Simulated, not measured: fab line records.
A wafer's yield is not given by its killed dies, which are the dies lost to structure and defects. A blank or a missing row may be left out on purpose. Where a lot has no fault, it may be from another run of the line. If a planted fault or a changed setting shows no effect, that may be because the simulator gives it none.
Chamber matching ; flow n5 finfet ; rie diel-06 running N5_GATE_CUT_STRIP_41: 4 sister chambers
The step strips in CF4. 8 wafers are shown with their chamber, then 8 later ones without.

== WAFERS PAIRED WITH THEIR CHAMBERS ==
wafer;chamber;showerhead plenum p Torr (Torr);drypump motor current A (A)
L078.4;1;1.74;5.9
L079.5;2;1.73;5.5
L082.3;0;1.85;5.5
L082.6;3;1.71;6.3
L087.3;2;1.73;5.4
L087.5;1;1.74;5.9
L087.6;0;1.85;5.5
L092.3;3;1.70;6.4

== WAFERS WITH NO CHAMBER GIVEN ==
wafer;showerhead plenum p Torr (Torr);drypump motor current A (A)
L092.5;1.72;5.4
L092.6;1.70;6.4
L094.1;1.70;6.4
L094.2;1.73;6.0
L094.4;1.85;5.5
L097.4;1.73;5.9
L097.5;1.85;5.5
L097.6;1.73;5.9

== WHICH CHAMBER EACH ONE RAN IN ==
wafer;from the rows above;in truth
L092.5;2;2
L092.6;3;3
L094.1;3;3
L094.2;1;1
L094.4;0;0
L097.4;1;1
L097.5;0;0
L097.6;1;1
Placed correctly: 8 of 8. Left unplaced by these rows: 0. Wrongly placed: 0.
How it was worked out, from the rows above alone: a wafer's distance from a chamber is the root of the sum, over the readings, of the square of ((its reading less the chamber's mean) divided by the reading's scatter). The wafer belongs to the nearest chamber; if the next one is less than 2 further off, it can't be placed. For every chamber, the mean is computed from those of its wafers that are shown. The scatter: take each reading less its chamber's mean, square it, sum over the shown wafers, divide by the number of wafers less the number of chambers, and take the root.
